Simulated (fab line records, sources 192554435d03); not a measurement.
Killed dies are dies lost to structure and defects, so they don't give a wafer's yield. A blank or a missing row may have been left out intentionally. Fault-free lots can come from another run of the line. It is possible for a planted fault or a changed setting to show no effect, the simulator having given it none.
Split-lot experiment | flow n5Finfet | 7 lots, 21 wafers read, on a route of 1938 steps

## ABOUT THE SPLIT
At N5_BEOL_M0_SAQP_COAT_81 (time 60 s, resist thk 100 nm), the setting spinRpm was moved away from the recipe's 1500 rpm on 4 of the 21 wafers read, by -10.2% to -6.2%. All remaining wafers had this setting at the recipe value.

## FROM THE SPLIT TO THE READING: what the file shows between them, 8 steps
- N5_BEOL_M0_SAQP_COAT_82: time 60 s, resist thk 30 nm
- N5_BEOL_M0_SAQP_COAT_08: resist thk 90 nm
- N5_BEOL_M0_SAQP_DESCUM_19: chemistry O2, time 7.9 s
- N5_BEOL_M0_SAQP_ETCH_83: etches SiARC in CF4, target depth 39 nm, time 65 s
- N5_BEOL_M0_SAQP_ETCH_84: etches SOC in N2/H2, target depth 100 nm, overetch 20 nm, time 150 s
- N5_BEOL_M0_SAQP_STRIP_80: strips in N2/H2
- N5_BEOL_M0_SAQP_HM_OPEN_112: chemistry CHF3/O2, target SiO2, stops on a-Si, target depth 12 nm, time 13.5 s
- N5_BEOL_M0_SAQP_STRIP_113: strips in CHF3/O2

## THE READING
SOC_of_BEOL_M0_SAQP_COAT_81.thkNm (the simulator's own value, which no gauge read), in nm, at N5_BEOL_M0_SAQP_MANDREL_ETCH_20 (etches a-Si in HBr/Cl2, stops on SiNx, target depth 60 nm, bt time 10 s, time 30 s). There is no usual value for it anywhere in the file. The 17 wafers here that ran the recipe average 76.2 nm, standard deviation 0.5 nm.

wafer  | tool, chamber at the split | spinRpm as run, rpm | against the recipe | SOC_of_BEOL_M0_SAQP_COAT_81.thkNm, nm | against lot-mates on the recipe
L077.1 | lithoTrack-01, 0           | 1500                | recipe             | 76.2                                  | -
L077.2 | lithoTrack-01, 0           | 1407                | -6.2%              | 79.4                                  | +2.8
L077.4 | lithoTrack-01, 0           | 1500                | recipe             | 77                                    | -
L078.2 | lithoTrack-01, 0           | 1500                | recipe             | 75.8                                  | -
L078.4 | lithoTrack-01, 0           | 1500                | recipe             | 77                                    | -
L078.5 | lithoTrack-01, 0           | 1500                | recipe             | 75.8                                  | -
L080.1 | lithoTrack-02, 0           | 1500                | recipe             | 75.8                                  | -
L080.2 | lithoTrack-02, 0           | 1500                | recipe             | 76.2                                  | -
L080.5 | lithoTrack-02, 0           | 1500                | recipe             | 76.4                                  | -
L096.3 | lithoTrack-02, 0           | 1347                | -10.2%             | 81.8                                  | +6.6
L096.4 | lithoTrack-02, 0           | 1500                | recipe             | 75.2                                  | -
L096.6 | lithoTrack-02, 0           | 1347                | -10.2%             | 81.6                                  | +6.4
L090.2 | lithoTrack-01, 0           | 1350                | -10.0%             | 81.4                                  | +5.6
L090.3 | lithoTrack-01, 0           | 1500                | recipe             | 76.2                                  | -
L090.5 | lithoTrack-01, 0           | 1500                | recipe             | 75.4                                  | -
L092.3 | lithoTrack-01, 0           | 1500                | recipe             | 76.8                                  | -
L092.4 | lithoTrack-01, 0           | 1500                | recipe             | 76.4                                  | -
L092.6 | lithoTrack-01, 0           | 1500                | recipe             | 76                                    | -
L097.1 | lithoTrack-02, 0           | 1500                | recipe             | 76.8                                  | -
L097.2 | lithoTrack-02, 0           | 1500                | recipe             | 76                                    | -
L097.5 | lithoTrack-02, 0           | 1500                | recipe             | 76.2                                  | -

THE FIT
A straight line over all 21 wafers: SOC_of_BEOL_M0_SAQP_COAT_81.thkNm changes by -0.533 nm for each +1% of spinRpm; r = -0.97; the points scatter about the line by 0.48 nm.
The same after taking each lot's own level away (the mean of its wafers on the recipe; 21 wafers): -0.597 nm for each +1%; r = -0.98; scatter 0.44 nm.
On that fit, the largest move of spinRpm shifts the reading by 6.1 nm.
The span of the lots' own levels, 75.20 to 76.60 nm, comes to 2.8 times the standard deviation stated above.
So the lot-to-lot level changes the slope: the two fits differ.
Check: +5.83 nm against its lot-mates is what the line predicts for one of the wafers moved furthest among these (-10.2%) when that wafer is left out of the fit. Against them it came out at +6.6 nm.

## FURTHER SPLITS ON THESE WAFERS
Other splits were also applied to these wafers ahead of the reading. Each is held against what the fit with the lots' levels taken away leaves over:
other split on the same wafers        | wafers away from the commonest value | r with SOC_of_BEOL_M0_SAQP_COAT_81.thkNm (lot level and that fit taken away)
N5_SD_EPI_N_ETCH_16 targetDepthA      | 7                                    | -0.11
N5_SDB_COAT_03 spinRpm                | 9                                    | -0.13
N5_HKMG_FIN_ETCH_54 sourceW           | 7                                    | -0.38
N5_GATE_CUT_ETCH_56 icpW              | 5                                    | -0.26
N5_MOL_CONTACT_COAG_ETCH_91 timeS     | 8                                    | -0.42
N5_MOL_CONTACT_COAG_VIA_ETCH_46 biasW | 5                                    | -0.01
N5_BEOL_M0_SAQP_PECVD_97 timeS        | 9                                    | +0.02

## THE WHOLE CHAIN: every reading that the file lists as answering this split, in the file's order
step                            | what it does                                                                       | reading                                                                            | change (the file's fit)               | r (the file's)
N5_BEOL_M0_SAQP_COAT_81         | time 60 s, resist thk 100 nm                                                       | SOC_of_BEOL_M0_SAQP_COAT_81.thkNm (the simulator's own value, which no gauge read) | -0.548 nm for each +1% of the setting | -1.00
N5_BEOL_M0_SAQP_ETCH_84         | etches SOC in N2/H2, target depth 100 nm, overetch 20 nm, time 150 s               | etch.depthNm (the simulator's own value, which no gauge read)                      | -0.549 nm for each +1% of the setting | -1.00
N5_BEOL_M0_SAQP_MANDREL_ETCH_20 | etches a-Si in HBr/Cl2, stops on SiNx, target depth 60 nm, bt time 10 s, time 30 s | SOC_of_BEOL_M0_SAQP_COAT_81.thkNm (the simulator's own value, which no gauge read) | -0.576 nm for each +1% of the setting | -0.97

## THE FILE'S OWN FIT
SOC_of_BEOL_M0_SAQP_COAT_81.thkNm changes by -0.576 nm for each +1% of spinRpm, r = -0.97.
